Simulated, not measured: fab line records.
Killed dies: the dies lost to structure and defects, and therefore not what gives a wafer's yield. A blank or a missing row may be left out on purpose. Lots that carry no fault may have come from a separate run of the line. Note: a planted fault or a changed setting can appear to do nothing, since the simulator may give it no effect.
Matching of chambers | flow nand harc | NHARC_A_STAIRCASE_DEP_151 on pecvd-02 has 3 sister chambers
The step deposits SiO2, target thk 3800 nm. 20 wafers are shown with their chamber, then 10 later ones without.

== WAFERS, EACH WITH ITS CHAMBER ==
wafer  | chamber | heater power w (W) | heater power outer w (W) | mfc precursor sccm (sccm)
L075.2 | 2       | 643                | 360                      | 200.8
L075.4 | 0       | 789                | 459                      | 200.0
L075.5 | 2       | 555                | 275                      | 200.1
L074.2 | 1       | 792                | 480                      | 199.4
L074.4 | 2       | 542                | 280                      | 200.0
L074.5 | 1       | 678                | 376                      | 200.6
L077.1 | 0       | 842                | 477                      | 200.3
L077.4 | 1       | 667                | 388                      | 199.7
L077.6 | 0       | 802                | 442                      | 200.3
L078.1 | 1       | 786                | 463                      | 199.4
L078.3 | 0       | 896                | 518                      | 199.1
L078.5 | 1       | 674                | 390                      | 199.2
L080.3 | 2       | 579                | 312                      | 199.5
L080.4 | 2       | 523                | 281                      | 199.8
L080.5 | 0       | 826                | 457                      | 201.0
L086.1 | 1       | 850                | 488                      | 200.1
L086.3 | 0       | 885                | 545                      | 200.5
L086.6 | 2       | 583                | 305                      | 200.7
L087.3 | 1       | 755                | 439                      | 201.2
L087.4 | 1       | 676                | 385                      | 199.9

SIGNATURES (averages over the wafers above)
reading              | chamber 0 | chamber 1 | chamber 2 | scatter within a chamber
heater power w       | 840.00    | 734.75    | 570.83    | 55.7
heater power outer w | 483.00    | 426.12    | 302.17    | 40.9
mfc precursor sccm   | 200.200   | 199.938   | 200.150   | 0.62
Rule: for each reading, subtract the chamber's mean from the wafer's reading, divide by that reading's scatter and square the result; add these up over the readings and take the root, which gives the wafer's distance from the chamber. If the next closest chamber is less than 2 further off than the closest, the wafer can't be placed; otherwise it belongs to the closest. The scatter: the root of (the sum of the squares of (reading less its chamber's mean) over the shown wafers, divided by (wafers less chambers)).

== WAFERS WITHOUT THEIR CHAMBER ==
wafer  | heater power w (W) | heater power outer w (W) | mfc precursor sccm (sccm)
L087.5 | 774                | 443                      | 199.8
L090.2 | 779                | 447                      | 199.5
L090.3 | 702                | 384                      | 199.7
L090.4 | 667                | 375                      | 200.0
L091.1 | 971                | 567                      | 200.8
L091.2 | 728                | 400                      | 199.4
L091.6 | 774                | 436                      | 200.1
L097.3 | 675                | 369                      | 200.2
L097.4 | 580                | 310                      | 199.7
L097.6 | 779                | 441                      | 199.0

== CHAMBER TAKEN BY EACH ==
wafer  | from the rows above     | in truth
L087.5 | can't be placed: 1 or 0 | 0
L090.2 | can't be placed: 1 or 0 | 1
L090.3 | can't be placed: 1 or 2 | 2
L090.4 | can't be placed: 1 or 2 | 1
L091.1 | 0                       | 0
L091.2 | 1                       | 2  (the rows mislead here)
L091.6 | can't be placed: 1 or 0 | 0
L097.3 | can't be placed: 1 or 2 | 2
L097.4 | 2                       | 2
L097.6 | can't be placed: 1 or 0 | 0
Placed correctly: 2 of 10. These rows do not allow placing 7 (true chamber among the candidates in 7). 1 placed wrongly.
